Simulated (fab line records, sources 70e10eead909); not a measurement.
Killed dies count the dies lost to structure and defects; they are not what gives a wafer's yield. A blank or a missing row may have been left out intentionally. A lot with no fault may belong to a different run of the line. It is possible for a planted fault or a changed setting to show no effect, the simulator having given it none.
Struck lot and sound lot, side by side / flow nand harc / 24 steps out of a route of 1302
Sound: these wafers, L650.2, L650.3, L650.4. Struck: wafers L659.1, L659.3, L659.4. At the end, the cause is stated.
Per side, at each step with rows, come the tool, then ch with its chambers, and then its first start. Under that, the readings that differ: sound wafers / struck wafers / difference of the means / sigmas: that difference in standard deviations of wafers without a fault.
alike: same words and numbers on both sides, and readings whose means sit less than 2 such deviations apart. not compared: any withheld reading, any reading some wafer has no value for, any bound like >300 that may hide the same value, and any number with overlapping values for which the record gives no deviation.
The two part at a step that has a row with sigmas, a row that says differs or no value, or rows on one side only. Numbers that don't overlap but have no deviation are shown without sigmas and don't part them. Lack of a reading on every wafer of one side parts them only where that side has two or more wafers.

first, 1 step without rows for these wafers: NHARC_P_M0_SRD_25.
NHARC_P_M0_INSPECT_27:
  sound on defect inspect-02, day 6 15:50; struck on defect inspect-02, day 10 13:30
  alike: raw defect count
NHARC_P_M0_PRE_CLEAN_31: time 12 s.
  sound on pecvd-02 ch 0,1,2, day 6 15:54; struck on pecvd-04 ch 0,2, day 10 13:34
  alike: heater power w
NHARC_P_M0_DEP_32: deposits SiCN, target thk 30 nm.
  sound on pecvd-02 ch 0,1,2, day 6 15:59; struck on pecvd-04 ch 0,2, day 10 13:38
  alike: heater power w
then, 7 steps without rows for these wafers: NHARC_P_M1_DEP_00 (deposits SiOC, target thk 182.5 nm); NHARC_P_M1_DEHYDRATE_01 (time 120 s); NHARC_P_M1_HMDS_02 (time 30 s); NHARC_P_M1_COAT_34 (time 65 s); NHARC_P_M1_COAT_03 (resist thk 90 nm); NHARC_P_M1_SOFTBAKE_04 (time 55 s); NHARC_P_M1_EBR_05.
NHARC_P_M1_EXPOSE_06: exposes mask P M1, target cd 130 nm.
  sound on arfi scanner-01 ch 0, day 6 17:04; struck on arfi scanner-02 ch 0, day 10 14:44
reading=exposure dose mJ cm2; sound=81.7 81.8 81.8; struck=77.1 77.1 77.1; difference=-4.7; sigmas=-7
  alike: mask
then, 2 steps without rows for these wafers: NHARC_P_M1_PEB_07 (peb time 65 s); NHARC_P_M1_DEVELOP_08 (develop time 35 s).
NHARC_P_M1_CD_MEAS_09 targets a cd of 130 nm.
  sound on cd sem-02 ch 0, day 6 17:13; struck on cd sem-02 ch 0, day 10 14:52
reading=cd nm (nm); sound=129.8 129.2 129.5; struck=126.9 126.4 126.0; difference=-3.1; sigmas=-5
NHARC_P_M1_OVL_MEAS_10: pitch 260 nm.
  sound on overlay-01, day 6 17:17; struck on overlay-02, day 10 14:58
  alike: overlay x nm, overlay y nm
NHARC_P_M1_INSPECT_11:
  sound on defect inspect-02, day 6 17:20; struck on defect inspect-01, day 10 14:59
  alike: raw defect count
NHARC_P_M1_DESCUM_14: chemistry O2, time 3 s.
  sound on rie diel-09 ch 0,1,2, day 6 17:23; struck on rie diel-13 ch 0,1,2, day 10 15:04
reading=rf hours counter h (h); sound=10 9 9; struck=2 5 5; difference=-5; sigmas=
reading=model.P_M1.cd nm (nm); sound=129.7 128.9 129.2; struck=127.2 127.6 126.2; difference=-2.3; sigmas=
  alike: drypump motor current A, oes product au, rf vpp V, showerhead plenum p Torr, throttle valve pct
NHARC_P_M1_ETCH_35: etches the open film in N2/H2, target depth 40 nm, overetch 12 nm, time 43.94 s.
  sound on rie diel-09 ch 0,1,2, day 6 17:29; struck on rie diel-13 ch 0,1,2, day 10 15:09
reading=rf hours counter h (h); sound=10 9 9; struck=2 5 5; difference=-5; sigmas=
  alike: drypump motor current A, oes product au, rf vpp V, showerhead plenum p Torr, throttle valve pct
NHARC_P_M1_ETCH_15: etches the open film in C4F8/Ar, target depth 182.5 nm, time 91.2 s.
  sound: rie diel-09 ch 0,1,3; struck: rie diel-13 ch 0,1,2
reading=rf hours counter h (h); sound=10 9 9; struck=2 5 5; difference=-5; sigmas=
  alike: oes product au, rf vpp V
NHARC_P_M1_CD_MEAS_16:
  sound on cd sem-02, day 6 17:42; struck on cd sem-01, day 10 15:22
reading=cd nm (nm); sound=129.8 129.6 129.7; struck=126.8 127.7 125.9; difference=-2.9; sigmas=-4
NHARC_P_M1_STRIP_18: strips in N2/H2.
  sound on rie diel-13 ch 0,2,3, day 6 17:46; struck on rie diel-09 ch 0,2,3, day 10 15:26
reading=rf hours counter h (h); sound=12 10 11; struck=5 4 4; difference=-7; sigmas=
  alike: drypump motor current A, oes product au, rf vpp V, showerhead plenum p Torr, throttle valve pct
NHARC_P_M1_ETCH_28: etches the open film in CF4/N2, target depth 30 nm, time 72.99 s.
  sound: rie diel-13 ch 0,2,3; struck: rie diel-09 ch 1,2,3
reading=rf hours counter h (h); sound=12 10 11; struck=4 4 5; difference=-7; sigmas=
reading=model.P_M1.cd nm (nm); sound=130.1 129.7 129.3; struck=126 128.5 126.5; difference=-3; sigmas=
  alike: drypump motor current A, oes product au, rf vpp V, showerhead plenum p Torr, throttle valve pct
then, 1 step without rows for these wafers: NHARC_P_M1_STRIP_19 (strips in post etch residue remover, time 600 s).

WHERE THEY PART
First at NHARC_P_M1_EXPOSE_06; last, within this record, at NHARC_P_M1_CD_MEAS_16. Later steps at which nothing parts them and some readings are alike: NHARC_P_M1_STRIP_18, NHARC_P_M1_ETCH_28.

WHY: whatever the simulator had introduced
Process parameter drift: arfi scanner-02, from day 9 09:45 on, at NHARC_P_M1_EXPOSE_06. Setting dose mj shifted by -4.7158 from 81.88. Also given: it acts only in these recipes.
